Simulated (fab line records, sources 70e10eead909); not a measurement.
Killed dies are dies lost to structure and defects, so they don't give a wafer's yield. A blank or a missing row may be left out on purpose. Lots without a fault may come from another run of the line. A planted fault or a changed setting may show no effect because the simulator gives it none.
A struck lot beside a sound one | flow nand_harc | 21 steps out of a route of 1302
Sound: wafers L285.3, L285.4, L285.6. Struck: wafer L287.2. (L287.4, L287.6 of the same lot were not struck and are left out.) The cause comes at the end.
At each step with rows: each side's tool, then ch and its chambers, then its first start. Under that, the readings that differ: sound wafers | struck wafers | difference of the means | sigmas: that difference in standard deviations of wafers without a fault.
alike: readings whose means differ by less than 2 such deviations, and words and numbers that are the same on both sides. not compared: withheld readings, readings that some wafer has no value for, bounds like >300 that may hide the same value, and numbers for which the record gives no deviation and whose values overlap.
The two part at a step that has a row with sigmas, a row that says differs or no value, or rows on one side only. Numbers that don't overlap but have no deviation are shown without sigmas and don't part them. A reading that every wafer of one side lacks parts them only if that side has two wafers or more.

NHARC_P_CONTACT_CMP_24: polishes, t overpolish 30 s, target thk 200 nm.
  sound on cmp-01 ch 1,3, day 7 15:20; struck on cmp-04 ch 0, day 8 10:32
  reading             | sound          | struck | difference | sigmas
  motor_current_A (A) | 11.0 12.4 11.2 | 14.5   | +3.0       | +3
  alike: overpolish_run_s, time_to_endpoint_s
then, 1 step without rows for these wafers: NHARC_P_CONTACT_SRD_26.
NHARC_P_CONTACT_INSPECT_27:
  sound on defect_inspect-01, day 7 15:44; struck on defect_inspect-02, day 8 10:55
  reading          | sound       | struck | difference | sigmas
  raw_defect_count | 151 179 218 | 544    | +361       | +3
then, 8 steps without rows for these wafers: NHARC_P_M0_DEP_00 (deposits SiOC, target thk 150 nm); NHARC_P_M0_DEHYDRATE_01 (time 120 s); NHARC_P_M0_HMDS_02 (time 30 s); NHARC_P_M0_COAT_33 (time 65 s); NHARC_P_M0_COAT_03 (resist thk 90 nm); NHARC_P_M0_SOFTBAKE_04 (time 55 s); NHARC_P_M0_EBR_05; NHARC_P_M0_EXPOSE_06 (exposes mask P M0, target cd 90 nm).
NHARC_P_M0_PEB_07: peb time 65 s.
  sound on litho_track-04 ch 0, day 7 16:34; struck on litho_track-04 ch 0, day 8 11:37
  reading                  | sound             | struck | difference | sigmas
  heater_power_total_W (W) | 156.0 157.1 157.1 | 180.3  | +23.6      | +56
  alike: chill_plate_temp_C
then, 1 step without rows for these wafers: NHARC_P_M0_DEVELOP_08 (develop time 35 s).
NHARC_P_M0_CD_MEAS_09: target cd 90 nm.
  sound on cd_sem-01 ch 0, day 7 16:38; struck on cd_sem-01 ch 0, day 8 11:41
  reading    | sound          | struck | difference | sigmas
  cd_nm (nm) | 89.4 90.5 90.2 | 81.3   | -8.7       | -13
NHARC_P_M0_OVL_MEAS_10: pitch 180 nm.
  sound on overlay-01, day 7 16:43; struck on overlay-02, day 8 11:47
  alike: overlay_x_nm, overlay_y_nm
NHARC_P_M0_INSPECT_11:
  sound on defect_inspect-02, day 7 16:46; struck on defect_inspect-02, day 8 11:49
  alike: raw_defect_count
NHARC_P_M0_DESCUM_14: chemistry O2, time 3 s.
  sound on rie_diel-10 ch 0,3, day 7 16:50; struck on rie_diel-10 ch 0, day 8 11:52
  reading               | sound             | struck | difference | sigmas
  rf_vpp_V (V)          | 57.1 59.4 57.7    | 56.2   | -1.9       | -2
  model.P_M0.cd_nm (nm) | 89.65 91.83 89.76 | 82.23  | -8.18      |
  alike: drypump_motor_current_A, oes_product_au, showerhead_plenum_p_Torr, throttle_valve_pct
  not compared: rf_hours_counter_h
NHARC_P_M0_ETCH_34: etches the open film in N2/H2, target depth 40 nm, overetch 12 nm, time 43.94 s.
  sound on rie_diel-10 ch 1,3, day 7 16:57; struck on rie_diel-10 ch 2, day 8 11:58
  reading                | sound                | struck | difference | sigmas
  throttle_valve_pct (%) | 14.186 14.173 14.178 | 14.158 | -0.021     | -2
  alike: drypump_motor_current_A, oes_product_au, rf_fwd_power_W, rf_vpp_V, showerhead_plenum_p_Torr
  not compared: rf_hours_counter_h
NHARC_P_M0_ETCH_15: etches the open film in C4F8/Ar, target depth 150 nm, overetch 15 nm, time 82.5 s.
  sound on rie_diel-10 ch 0,3; struck on rie_diel-10 ch 3
  reading               | sound            | struck | difference | sigmas
  model.P_M0.cd_nm (nm) | 89.1 91.78 89.97 | 82.54  | -7.74      |
  alike: oes_product_au, rf_fwd_power_W, rf_vpp_V
  not compared: rf_hours_counter_h
NHARC_P_M0_CD_MEAS_16:
  sound on cd_sem-03, day 7 17:25; struck on cd_sem-02, day 8 12:13
  reading    | sound          | struck | difference | sigmas
  cd_nm (nm) | 88.9 91.9 89.9 | 82.8   | -7.4       | -8
-- the record jumps here: 18 days lie between the struck wafers' starts before and after (it left off in module P_M0 and takes up again in module END, whose first step shown is number 1302 of the route) --
NHARC_END_SORT_01:
  the record has rows for the struck wafers here (prober-01 ch 0, day 26 14:22) and none for the sound ones

WHERE THEY PART
First at NHARC_P_CONTACT_CMP_24; last, within this record, at NHARC_END_SORT_01.

WHY: what the simulator had put in
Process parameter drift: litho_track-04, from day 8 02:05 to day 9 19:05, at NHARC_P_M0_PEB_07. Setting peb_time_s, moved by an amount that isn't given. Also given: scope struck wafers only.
